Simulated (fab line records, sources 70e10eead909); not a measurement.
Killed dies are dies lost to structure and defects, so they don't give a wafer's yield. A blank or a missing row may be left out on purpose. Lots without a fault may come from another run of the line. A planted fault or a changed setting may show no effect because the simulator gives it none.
A struck lot beside a sound one | flow nand_harc | 18 steps out of a route of 1159
Sound: wafers L899.1, L899.3, L899.6. Struck: wafers L909.1, L909.4, L909.5. The cause comes at the end.
At each step with rows: each side's tool, then ch and its chambers, then its first start. Under that, the readings that differ: sound wafers | struck wafers | difference of the means | sigmas: that difference in standard deviations of wafers without a fault.
alike: readings whose means differ by less than 2 such deviations, and words and numbers that are the same on both sides. not compared: withheld readings, readings that some wafer has no value for, bounds like >300 that may hide the same value, and numbers for which the record gives no deviation and whose values overlap.
The two part at a step that has a row with sigmas, a row that says differs or no value, or rows on one side only. Numbers that don't overlap but have no deviation are shown without sigmas and don't part them. A reading that every wafer of one side lacks parts them only if that side has two wafers or more.

NHARC_P_GATE_ALD_36: deposits SiNx, target thk 20 nm, pulse time 60 s, ald cycles 223.
  sound on ald_sin-01 ch 1,2,3, day 5 17:05; struck on ald_sin-04 ch 0,2,3, day 8 17:09
  alike: heater_power_w, precursor_pulse_height_rel
  not compared: since_wet_clean_h
NHARC_P_GATE_ETCHBACK_37: etches the open film in CHF3/O2, target depth 34.5 nm, time 17.2 s.
  sound on rie_diel-07 ch 0,1,3; struck on rie_diel-01 ch 0,2,3
  reading               | sound          | struck         | difference | sigmas
  oes_product_au (a.u.) | 0.92 0.91 0.91 | 0.99 0.99 1.00 | +0.08      | +2
  alike: chamber_pressure_mTorr, drypump_motor_current_A, rf_fwd_power_W, rf_vpp_V, showerhead_plenum_p_Torr, throttle_valve_pct
  not compared: rf_hours_counter_h
NHARC_P_GATE_STRIP_101: strips in O2, time 20 s.
  sound on rie_diel-07 ch 1,2,3, day 6 00:33; struck on rie_diel-01 ch 0,2, day 9 02:44
  alike: chamber_pressure_mTorr, drypump_motor_current_A, oes_product_au, rf_vpp_V, showerhead_plenum_p_Torr, throttle_valve_pct
  not compared: rf_hours_counter_h
then, 9 steps without rows for these wafers: NHARC_P_GATE_PRECLEAN_97 (cleans in SPM, time 600 s); NHARC_P_GATE_SRD_98; NHARC_P_GATE_PRECLEAN_99 (cleans in SC1); NHARC_P_GATE_SRD_100; NHARC_P_GATE_DEHYDRATE_38 (time 120 s); NHARC_P_GATE_HMDS_39 (time 30 s); NHARC_P_GATE_COAT_40; NHARC_P_GATE_SOFTBAKE_41 (time 95 s); NHARC_P_GATE_EBR_42.
NHARC_P_GATE_EXPOSE_43: exposes mask P NSD, target cd 720 nm.
  sound on krf_scanner-04 ch 0, day 6 01:11; struck on krf_scanner-02 ch 0, day 9 03:32
  reading | sound                   | struck                  | difference | sigmas
  mask    | P_NSD#0 P_NSD#0 P_NSD#0 | P_PSD#0 P_PSD#0 P_PSD#0 | differs    |
then, 2 steps without rows for these wafers: NHARC_P_GATE_PEB_44 (peb time 85 s); NHARC_P_GATE_DEVELOP_45 (time 70 s).
NHARC_P_GATE_CD_MEAS_46: target cd 720 nm.
  sound on cd_sem-03 ch 0, day 6 01:20; struck on cd_sem-03 ch 0, day 9 03:41
  reading    | sound             | struck | difference                    | sigmas
  cd_nm (nm) | 720.1 720.3 720.3 | - - -  | no value on the struck wafers |
then, 1 step without rows for these wafers: NHARC_P_GATE_HARDBAKE_47 (time 80 s).
-- the record jumps here: 14 days lie between the struck wafers' starts before and after (it left off in module P_GATE and takes up again in module END, whose first step shown is number 1159 of the route) --
NHARC_END_SORT_01:
  sound on prober-02 ch 0, day 20 23:36; struck on prober-01 ch 0, day 23 03:47
  reading             | sound    | struck                                                               | difference                   | sigmas
  hold                | - - -    | await_dispo/2.7h/scrap await_dispo/2.7h/scrap await_dispo/2.7h/scrap | no value on the sound wafers |
  killed_at_periphery | 4 2 4    | 647 659 644                                                          | +647                         | +99 or more
  killed_dies         | 36 43 50 | 677 677 677                                                          | +634                         | +58
  alike: killed_at_array, killed_at_other, killed_open, killed_short

WHERE THEY PART
First at NHARC_P_GATE_ETCHBACK_37; last, within this record, at NHARC_END_SORT_01.

WHY: what the simulator had put in
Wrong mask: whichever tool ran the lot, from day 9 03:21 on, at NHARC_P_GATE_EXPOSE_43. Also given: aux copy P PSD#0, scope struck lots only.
